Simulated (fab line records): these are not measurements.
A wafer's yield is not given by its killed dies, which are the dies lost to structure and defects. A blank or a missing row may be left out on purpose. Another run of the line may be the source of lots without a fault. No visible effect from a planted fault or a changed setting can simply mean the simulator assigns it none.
Which tool is to blame? | flow nandHarc | 14 lots, 42 wafers sampled, at 2 steps of a route of 1159

## WHAT THE GAUGES SHOWED, per wafer
NHARC_A_ONON_D1_THK_MEAS_05: measures by ellipsometry.
lot  | measured     | on           | thkNm (nm)
L908 | day 7 20:31  | filmMetro-01 | 1007 1006 1008
L909 | day 8 03:10  | filmMetro-01 | 1010 1010 1009
L912 | day 8 06:46  | filmMetro-01 | 1005 1007 1007
L913 | day 8 12:47  | filmMetro-02 | 1004 1005 1002
L911 | day 8 12:49  | filmMetro-01 | 1002 1001 1004
L914 | day 9 00:30  | filmMetro-01 | 1008 1009 1010
L915 | day 9 10:59  | filmMetro-02 | 1008 1010 1008
L916 | day 9 17:06  | filmMetro-01 | 1002 1004 1003
L917 | day 9 17:07  | filmMetro-02 | 988 986 986
L918 | day 9 22:07  | filmMetro-01 | 1001 999 999
L923 | day 10 18:16 | filmMetro-02 | 983 984 984
L919 | day 10 18:18 | filmMetro-01 | 985 988 987
L925 | day 12 00:05 | filmMetro-02 | 1005 1004 1004
L930 | day 12 23:40 | filmMetro-02 | 989 993 991

NHARC_A_ONON_D1_THK_MEAS_24: measures by ellipsometry.
lot  | measured     | on           | thkNm (nm)
L908 | day 8 06:31  | filmMetro-02 | 1012 1013 1014
L909 | day 8 14:37  | filmMetro-02 | 996 996 994
L912 | day 8 14:49  | filmMetro-01 | 992 989 989
L913 | day 8 22:45  | filmMetro-01 | 1017 1015 1017
L911 | day 8 22:44  | filmMetro-02 | 1010 1008 1009
L914 | day 9 12:38  | filmMetro-01 | 994 995 995
L915 | day 9 23:08  | filmMetro-02 | 999 996 998
L916 | day 10 03:02 | filmMetro-01 | 994 994 995
L917 | day 10 03:03 | filmMetro-02 | 1018 1020 1020
L918 | day 10 08:02 | filmMetro-02 | 994 994 993
L923 | day 11 04:12 | filmMetro-02 | 985 984 984
L919 | day 11 04:13 | filmMetro-01 | 997 998 996
L925 | day 12 10:55 | filmMetro-01 | 1014 1014 1015
L930 | day 13 10:11 | filmMetro-01 | 1001 1002 1002

## WHICH TOOL RAN EACH LOT (tool, then ch and the chambers of the sampled wafers, then the start)
Record: no process step prior to these readings.

## AS READ BY THE TOOLS THEMSELVES (means over the sampled wafers that have a number; for cases with no such wafer, the mark the record gives instead)
The record holds no such reading with a usual standard deviation.

## THE ANSWER, worked out from the rows above alone
Rule: usual is defined by the lots themselves. Put in order of their means at a reading, lots are off if they are a third of the lots or fewer, leave a main group of 4 or more, and stand apart from it by a gap of 3 or more times the standard deviation of the main group's means; of several such gaps the widest counts. Not used: any main group whose means are identical at the precision the tables above print for the reading. A lot without any number at a reading at which 4 lots or more have one is off too. The other lots that the step has rows for count as sound. Order of review: gauges by route order, followed by the tools' own readings, for which a lot's mean as printed above is used. The first step at which some lot is off is used, and at that step the reading that is off furthest; a lot without a number counts as furthest.
Nothing can be told from this: no lot is off at any reading shown.

## WHAT THE SIMULATOR PUT IN
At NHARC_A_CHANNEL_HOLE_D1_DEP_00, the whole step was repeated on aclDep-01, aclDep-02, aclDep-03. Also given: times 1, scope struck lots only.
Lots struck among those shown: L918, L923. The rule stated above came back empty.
